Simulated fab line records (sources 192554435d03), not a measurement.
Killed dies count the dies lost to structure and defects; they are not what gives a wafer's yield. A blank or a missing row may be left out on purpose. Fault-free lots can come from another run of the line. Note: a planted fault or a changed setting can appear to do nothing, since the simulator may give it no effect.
Which tool is to blame? || flow n5Finfet || Sampling: 11 lots, 30 wafers, 5 of 1938 route steps

## WHAT EACH GAUGE READ, for each wafer
N5_BEOL_M4_RC_MEAS_101. Usual: DIBL_N 36.1 mV/V, standard deviation 1.5; DIBL_P 36.1 mV/V, standard deviation 1.9; IOFF_N 0.159 nA/um, standard deviation 0.029; IOFF_P 0.21 nA/um, standard deviation 0.038; ION_N 675 uA/um, standard deviation 11; ION_P 464 uA/um, standard deviation 8.1; SS_N 71.5 mV/dec, standard deviation 0.57; SS_P 73.3 mV/dec, standard deviation 0.64; VT_N 249 mV, standard deviation 3.1; VT_P -250 mV, standard deviation 3.8.
{"lot": "L696", "measured": "day 8 08:42", "on": "prober-02", "DIBL_N (mV/V)": "33.6 35.6 36.6", "DIBL_P (mV/V)": "32.4 35.8 36.9", "IOFF_N (nA/um)": "0.118 0.147 0.173", "IOFF_P (nA/um)": "0.18 0.22 0.24", "ION_N (uA/um)": "668 680 691", "ION_P (uA/um)": "461 471 471", "SS_N (mV/dec)": "71.4 72.0 72.1", "SS_P (mV/dec)": "72.6 73.4 73.4", "VT_N (mV)": "257 251 248", "VT_P (mV)": "-248 -249 -249", "flag": ""}
{"lot": "L697", "measured": "day 8 09:32", "on": "prober-01", "DIBL_N (mV/V)": "37.8 35.9 36.7", "DIBL_P (mV/V)": "37.3 34.2 36.4", "IOFF_N (nA/um)": "0.161 0.137 0.148", "IOFF_P (nA/um)": "0.24 0.19 0.22", "ION_N (uA/um)": "666 672 654", "ION_P (uA/um)": "464 462 454", "SS_N (mV/dec)": "71.8 72.3 71.5", "SS_P (mV/dec)": "73.8 72.5 73.3", "VT_N (mV)": "249 250 253", "VT_P (mV)": "-246 -249 -247", "flag": ""}
{"lot": "L698", "measured": "day 9 00:53", "on": "prober-02", "DIBL_N (mV/V)": "34.6 36.3 35.7", "DIBL_P (mV/V)": "34.7 36.2 35.8", "IOFF_N (nA/um)": "0.141 0.157 0.162", "IOFF_P (nA/um)": "0.19 0.21 0.21", "ION_N (uA/um)": "683 676 677", "ION_P (uA/um)": "467 466 469", "SS_N (mV/dec)": "70.9 72.1 71.3", "SS_P (mV/dec)": "72.6 73.3 72.5", "VT_N (mV)": "250 249 249", "VT_P (mV)": "-252 -250 -249", "flag": ""}
{"lot": "L699", "measured": "day 9 02:39", "on": "prober-01", "DIBL_N (mV/V)": "34.6 37.2 35.8", "DIBL_P (mV/V)": "34.2 38.0 36.5", "IOFF_N (nA/um)": "0.129 0.189 0.154", "IOFF_P (nA/um)": "0.18 0.25 0.22", "ION_N (uA/um)": "665 684 676", "ION_P (uA/um)": "463 471 469", "SS_N (mV/dec)": "71.2 72.2 71.4", "SS_P (mV/dec)": "72.7 74.2 73.1", "VT_N (mV)": "252 248 248", "VT_P (mV)": "-254 -248 -250", "flag": ""}
{"lot": "L707", "measured": "day 11 08:40", "on": "prober-01", "DIBL_N (mV/V)": "36.7 34.2 36.9", "DIBL_P (mV/V)": "38.0 34.1 37.7", "IOFF_N (nA/um)": "0.168 0.113 0.155", "IOFF_P (nA/um)": "0.23 0.17 0.22", "ION_N (uA/um)": "687 656 670", "ION_P (uA/um)": "464 460 470", "SS_N (mV/dec)": "71.7 70.8 71.5", "SS_P (mV/dec)": "73.1 73.2 74.0", "VT_N (mV)": "249 256 250", "VT_P (mV)": "-249 -254 -250", "flag": ""}
{"lot": "L710", "measured": "day 12 02:38", "on": "prober-01", "DIBL_N (mV/V)": "32.5 35.7", "DIBL_P (mV/V)": "32.2 35.1", "IOFF_N (nA/um)": "0.111 0.150", "IOFF_P (nA/um)": "0.17 0.21", "ION_N (uA/um)": "667 663", "ION_P (uA/um)": "464 458", "SS_N (mV/dec)": "70.8 71.1", "SS_P (mV/dec)": "72.5 73.2", "VT_N (mV)": "253 249", "VT_P (mV)": "-254 -248", "flag": ""}
{"lot": "L712", "measured": "day 12 10:04", "on": "prober-01", "DIBL_N (mV/V)": "35.3 37.3", "DIBL_P (mV/V)": "36.4 39.1", "IOFF_N (nA/um)": "0.159 0.206", "IOFF_P (nA/um)": "0.21 0.26", "ION_N (uA/um)": "688 689", "ION_P (uA/um)": "463 468", "SS_N (mV/dec)": "72.2 72.0", "SS_P (mV/dec)": "73.5 74.1", "VT_N (mV)": "248 244", "VT_P (mV)": "-249 -247", "flag": ""}
{"lot": "L713", "measured": "day 12 12:51", "on": "prober-01", "DIBL_N (mV/V)": "36.9 36.9 36.4", "DIBL_P (mV/V)": "39.4 39.2 38.2", "IOFF_N (nA/um)": "0.195 0.187 0.174", "IOFF_P (nA/um)": "0.25 0.23 0.22", "ION_N (uA/um)": "675 673 671", "ION_P (uA/um)": "465 463 462", "SS_N (mV/dec)": "71.8 72.0 72.4", "SS_P (mV/dec)": "74.3 74.5 74.7", "VT_N (mV)": "247 249 250", "VT_P (mV)": "-247 -252 -248", "flag": ""}
{"lot": "L714", "measured": "day 12 17:18", "on": "prober-01", "DIBL_N (mV/V)": "37.1 36.9 38.5", "DIBL_P (mV/V)": "36.9 37.2 39.3", "IOFF_N (nA/um)": "0.177 0.184 0.213", "IOFF_P (nA/um)": "0.26 0.28 0.31", "ION_N (uA/um)": "686 691 702", "ION_P (uA/um)": "476 481 479", "SS_N (mV/dec)": "72.1 71.4 72.2", "SS_P (mV/dec)": "73.8 73.1 73.5", "VT_N (mV)": "245 248 244", "VT_P (mV)": "-245 -241 -241", "flag": ""}
{"lot": "L715", "measured": "day 13 12:38", "on": "prober-02", "DIBL_N (mV/V)": "35.6 34.5", "DIBL_P (mV/V)": "36.6 34.6", "IOFF_N (nA/um)": "0.159 0.131", "IOFF_P (nA/um)": "0.20 0.17", "ION_N (uA/um)": "674 664", "ION_P (uA/um)": "456 456", "SS_N (mV/dec)": "71.3 71.1", "SS_P (mV/dec)": "72.6 73.1", "VT_N (mV)": "247 252", "VT_P (mV)": "-252 -255", "flag": ""}
{"lot": "L716", "measured": "day 13 18:02", "on": "prober-02", "DIBL_N (mV/V)": "37.1 37.5 37.6", "DIBL_P (mV/V)": "37.1 37.7 37.6", "IOFF_N (nA/um)": "0.173 0.192 0.198", "IOFF_P (nA/um)": "0.30 0.32 0.31", "ION_N (uA/um)": "677 689 686", "ION_P (uA/um)": "479 481 473", "SS_N (mV/dec)": "71.4 72.1 72.0", "SS_P (mV/dec)": "73.3 73.7 74.3", "VT_N (mV)": "246 247 245", "VT_P (mV)": "-241 -242 -244", "flag": ""}

## WHICH TOOL RAN EACH LOT (tool, then ch and the chambers of the sampled wafers, then the start)
{"lot": "L696", "N5_BEOL_M2_SURFACE_TREAT_85": "pvdSputter-02, day 7 08:07", "N5_BEOL_M2_ANNEAL_95": "pvdSputter-02, day 7 09:59", "N5_BEOL_M2_ANNEAL_51": "rtpAnneal-02 ch 0, day 7 10:19", "N5_BEOL_M2_CO_CAP_55": "cvdCo-01 ch 1,2, day 7 10:59"}
{"lot": "L697", "N5_BEOL_M2_SURFACE_TREAT_85": "pvdSputter-01, day 7 09:22", "N5_BEOL_M2_ANNEAL_95": "pvdSputter-01, day 7 11:22", "N5_BEOL_M2_ANNEAL_51": "rtpAnneal-02 ch 0, day 7 11:44", "N5_BEOL_M2_CO_CAP_55": "cvdCo-01 ch 0,2, day 7 12:22"}
{"lot": "L698", "N5_BEOL_M2_SURFACE_TREAT_85": "pvdSputter-02, day 8 00:45", "N5_BEOL_M2_ANNEAL_95": "pvdSputter-01, day 8 02:45", "N5_BEOL_M2_ANNEAL_51": "rtpAnneal-02 ch 0, day 8 03:05", "N5_BEOL_M2_CO_CAP_55": "cvdCo-02 ch 1,2, day 8 03:49"}
{"lot": "L699", "N5_BEOL_M2_SURFACE_TREAT_85": "pvdSputter-03, day 8 03:32", "N5_BEOL_M2_ANNEAL_95": "pvdSputter-03, day 8 05:41", "N5_BEOL_M2_ANNEAL_51": "rtpAnneal-02 ch 0, day 8 06:19", "N5_BEOL_M2_CO_CAP_55": "cvdCo-01 ch 0,1,2, day 8 06:57"}
{"lot": "L707", "N5_BEOL_M2_SURFACE_TREAT_85": "pvdSputter-01, day 10 03:20", "N5_BEOL_M2_ANNEAL_95": "pvdSputter-01, day 10 05:16", "N5_BEOL_M2_ANNEAL_51": "rtpAnneal-02 ch 0, day 10 05:42", "N5_BEOL_M2_CO_CAP_55": "cvdCo-02 ch 1,2, day 10 06:17"}
{"lot": "L710", "N5_BEOL_M2_SURFACE_TREAT_85": "pvdSputter-01, day 10 23:19", "N5_BEOL_M2_ANNEAL_95": "pvdSputter-03, day 11 01:26", "N5_BEOL_M2_ANNEAL_51": "rtpAnneal-01 ch 0, day 11 01:58", "N5_BEOL_M2_CO_CAP_55": "cvdCo-01 ch 1, day 11 02:32"}
{"lot": "L712", "N5_BEOL_M2_SURFACE_TREAT_85": "pvdSputter-02, day 11 08:34", "N5_BEOL_M2_ANNEAL_95": "pvdSputter-02, day 11 10:28", "N5_BEOL_M2_ANNEAL_51": "rtpAnneal-01 ch 0, day 11 10:49", "N5_BEOL_M2_CO_CAP_55": "cvdCo-01 ch 0,1, day 11 11:28"}
{"lot": "L713", "N5_BEOL_M2_SURFACE_TREAT_85": "pvdSputter-02, day 11 11:49", "N5_BEOL_M2_ANNEAL_95": "pvdSputter-02, day 11 13:40", "N5_BEOL_M2_ANNEAL_51": "rtpAnneal-01 ch 0, day 11 14:02", "N5_BEOL_M2_CO_CAP_55": "cvdCo-01 ch 0,1,2, day 11 14:40"}
{"lot": "L714", "N5_BEOL_M2_SURFACE_TREAT_85": "pvdSputter-03, day 11 12:07", "N5_BEOL_M2_ANNEAL_95": "pvdSputter-03, day 11 15:42", "N5_BEOL_M2_ANNEAL_51": "rtpAnneal-01 ch 0, day 11 16:05", "N5_BEOL_M2_CO_CAP_55": "cvdCo-01 ch 0,1,2, day 11 16:46"}
{"lot": "L715", "N5_BEOL_M2_SURFACE_TREAT_85": "pvdSputter-03, day 12 02:08", "N5_BEOL_M2_ANNEAL_95": "pvdSputter-02, day 12 03:58", "N5_BEOL_M2_ANNEAL_51": "rtpAnneal-02 ch 0, day 12 04:19", "N5_BEOL_M2_CO_CAP_55": "cvdCo-02 ch 2, day 12 04:58"}
{"lot": "L716", "N5_BEOL_M2_SURFACE_TREAT_85": "pvdSputter-02, day 12 06:07", "N5_BEOL_M2_ANNEAL_95": "pvdSputter-02, day 12 08:05", "N5_BEOL_M2_ANNEAL_51": "rtpAnneal-02 ch 0, day 12 08:26", "N5_BEOL_M2_CO_CAP_55": "cvdCo-02 ch 0,1,2, day 12 09:09"}
- N5_BEOL_M2_SURFACE_TREAT_85
- N5_BEOL_M2_ANNEAL_95: time 240 s.
- N5_BEOL_M2_ANNEAL_51: time 90 s.
- N5_BEOL_M2_CO_CAP_55: material Co, precursor CCTBA/H2, target thk 2 nm, time 102.1 s.

## WHAT THE TOOLS THEMSELVES READ (means of the sampled wafers that have a number; where no wafer has one, the mark that the record gives instead)
N5_BEOL_M2_ANNEAL_95. Usual: heaterPowerW reads 819 W (standard deviation 72).
{"lot": "L696", "tool": "pvdSputter-02", "heaterPowerW (W)": 834, "flag": ""}
{"lot": "L697", "tool": "pvdSputter-01", "heaterPowerW (W)": 808, "flag": ""}
{"lot": "L698", "tool": "pvdSputter-01", "heaterPowerW (W)": 810, "flag": ""}
{"lot": "L699", "tool": "pvdSputter-03", "heaterPowerW (W)": 787, "flag": ""}
{"lot": "L707", "tool": "pvdSputter-01", "heaterPowerW (W)": 861, "flag": ""}
{"lot": "L710", "tool": "pvdSputter-03", "heaterPowerW (W)": 643, "flag": ""}
{"lot": "L712", "tool": "pvdSputter-02", "heaterPowerW (W)": 832, "flag": ""}
{"lot": "L713", "tool": "pvdSputter-02", "heaterPowerW (W)": 844, "flag": ""}
{"lot": "L714", "tool": "pvdSputter-03", "heaterPowerW (W)": 762, "flag": ""}
{"lot": "L715", "tool": "pvdSputter-02", "heaterPowerW (W)": 852, "flag": ""}
{"lot": "L716", "tool": "pvdSputter-02", "heaterPowerW (W)": 839, "flag": ""}

N5_BEOL_M2_ANNEAL_51. Usual: wafer_temp_C_max reads 225.76 (standard deviation 0.25).
{"lot": "L696", "tool": "rtpAnneal-02", "wafer_temp_C_max": 225.86, "flag": ""}
{"lot": "L697", "tool": "rtpAnneal-02", "wafer_temp_C_max": 226.09, "flag": ""}
{"lot": "L698", "tool": "rtpAnneal-02", "wafer_temp_C_max": 225.82, "flag": ""}
{"lot": "L699", "tool": "rtpAnneal-02", "wafer_temp_C_max": 226.01, "flag": ""}
{"lot": "L707", "tool": "rtpAnneal-02", "wafer_temp_C_max": 225.91, "flag": ""}
{"lot": "L710", "tool": "rtpAnneal-01", "wafer_temp_C_max": 225.89, "flag": ""}
{"lot": "L712", "tool": "rtpAnneal-01", "wafer_temp_C_max": 225.56, "flag": ""}
{"lot": "L713", "tool": "rtpAnneal-01", "wafer_temp_C_max": 225.62, "flag": ""}
{"lot": "L714", "tool": "rtpAnneal-01", "wafer_temp_C_max": 225.66, "flag": ""}
{"lot": "L715", "tool": "rtpAnneal-02", "wafer_temp_C_max": 226.50, "flag": ""}
{"lot": "L716", "tool": "rtpAnneal-02", "wafer_temp_C_max": 225.60, "flag": ""}

N5_BEOL_M2_CO_CAP_55. Usual: heaterPowerW 233 W, standard deviation 23; runLengthS 124.9 s, standard deviation 0.59.
{"lot": "L696", "tool": "cvdCo-01", "heaterPowerW (W)": 247, "runLengthS (s)": 125.4, "flag": ""}
{"lot": "L697", "tool": "cvdCo-01", "heaterPowerW (W)": 238, "runLengthS (s)": 110.5, "flag": "OFF"}
{"lot": "L698", "tool": "cvdCo-02", "heaterPowerW (W)": 207, "runLengthS (s)": 125.0, "flag": ""}
{"lot": "L699", "tool": "cvdCo-01", "heaterPowerW (W)": 248, "runLengthS (s)": 110.0, "flag": "OFF"}
{"lot": "L707", "tool": "cvdCo-02", "heaterPowerW (W)": 207, "runLengthS (s)": 125.0, "flag": ""}
{"lot": "L710", "tool": "cvdCo-01", "heaterPowerW (W)": 272, "runLengthS (s)": 124.7, "flag": ""}
{"lot": "L712", "tool": "cvdCo-01", "heaterPowerW (W)": 254, "runLengthS (s)": 125.2, "flag": ""}
{"lot": "L713", "tool": "cvdCo-01", "heaterPowerW (W)": 250, "runLengthS (s)": 125.6, "flag": ""}
{"lot": "L714", "tool": "cvdCo-01", "heaterPowerW (W)": 251, "runLengthS (s)": 125.5, "flag": ""}
{"lot": "L715", "tool": "cvdCo-02", "heaterPowerW (W)": 233, "runLengthS (s)": 124.4, "flag": ""}
{"lot": "L716", "tool": "cvdCo-02", "heaterPowerW (W)": 224, "runLengthS (s)": 124.7, "flag": ""}

## THE ANSWER, worked out from the rows above alone
Rule: take the mean of a lot's wafers that have a number; if it is more than 3 standard deviations from the usual mean, the lot is off. A lot without any number at a reading at which 4 lots or more have one is off too. All remaining lots with rows at the step are treated as sound. Order of review: gauges by route order, followed by the tools' own readings, for which a lot's mean as printed above is used. The first step at which some lot is off is used, and at that step the reading that is off furthest; a lot without a number counts as furthest.
Off: L697, L699 (N5_BEOL_M2_CO_CAP_55, runLengthS).
If a tool, at that step or one of the process steps before it, ran each lot that is off and ran no sound lot following the first of them, it fits. No candidate that was tried fits.

## WHAT HAD BEEN PUT IN BY THE SIMULATOR
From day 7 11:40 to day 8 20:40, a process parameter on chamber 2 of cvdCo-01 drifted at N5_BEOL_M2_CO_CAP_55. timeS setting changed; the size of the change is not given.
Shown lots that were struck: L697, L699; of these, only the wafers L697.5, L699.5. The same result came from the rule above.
